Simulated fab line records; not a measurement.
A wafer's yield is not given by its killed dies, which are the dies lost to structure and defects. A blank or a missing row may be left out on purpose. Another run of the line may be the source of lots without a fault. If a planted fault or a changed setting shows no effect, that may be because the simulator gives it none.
Chamber matching | flow nand-harc | NHARC_A_STAIRCASE_TRIM_20 on rie-diel-04: 4 sister chambers
The step chemistry O2, time 211.2 s. 8 wafers are shown with their chamber, then 12 later ones without.

WAFERS WITH THEIR CHAMBER
wafer  | chamber | showerhead-plenum-p-Torr (Torr) | oes-product-au (a.u.)
L086.2 | 1       | 3.54                            | 1.002
L086.4 | 3       | 3.29                            | 0.990
L088.2 | 1       | 3.53                            | 1.002
L088.3 | 2       | 3.43                            | 0.995
L088.5 | 0       | 3.56                            | 1.015
L090.1 | 2       | 3.43                            | 0.984
L090.3 | 3       | 3.28                            | 0.989
L090.6 | 0       | 3.56                            | 0.994

WAFERS WHOSE CHAMBER IS MISSING
wafer  | showerhead-plenum-p-Torr (Torr) | oes-product-au (a.u.)
L092.1 | 3.81                            | 0.982
L092.2 | 3.56                            | 1.017
L092.5 | 3.53                            | 1.002
L094.1 | 3.56                            | 1.011
L094.4 | 3.43                            | 0.992
L094.5 | 3.81                            | 0.981
L096.1 | 3.43                            | 0.995
L096.5 | 3.55                            | 1.009
L096.6 | 3.80                            | 0.976
L097.1 | 3.80                            | 0.982
L097.4 | 3.55                            | 1.007
L097.5 | 3.55                            | 1.006

WHICH CHAMBER EACH WENT THROUGH
wafer  | from the rows above     | in truth
L092.1 | 0                       | 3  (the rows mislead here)
L092.2 | 0                       | 0
L092.5 | 1                       | 1
L094.1 | 0                       | 0
L094.4 | 2                       | 2
L094.5 | 0                       | 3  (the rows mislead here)
L096.1 | 2                       | 2
L096.5 | can't be placed: 0 or 1 | 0
L096.6 | 0                       | 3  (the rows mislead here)
L097.1 | 0                       | 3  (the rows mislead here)
L097.4 | can't be placed: 0 or 1 | 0
L097.5 | can't be placed: 0 or 1 | 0
Placed correctly: 5 of 12. Cannot be placed on the basis of these rows: 3; the candidates contain the true chamber in 3. Number placed wrongly: 4.
How it was worked out, from the rows above alone: a wafer's distance from a chamber is the root of the sum, over the readings, of the square of ((its reading less the chamber's mean) divided by the reading's scatter). The wafer belongs to the nearest chamber; if the next one is less than 2 further off, it can't be placed. Each chamber's mean is taken over the wafers shown for it. The scatter: take each reading less its chamber's mean, square it, sum over the shown wafers, divide by the number of wafers less the number of chambers, and take the root.
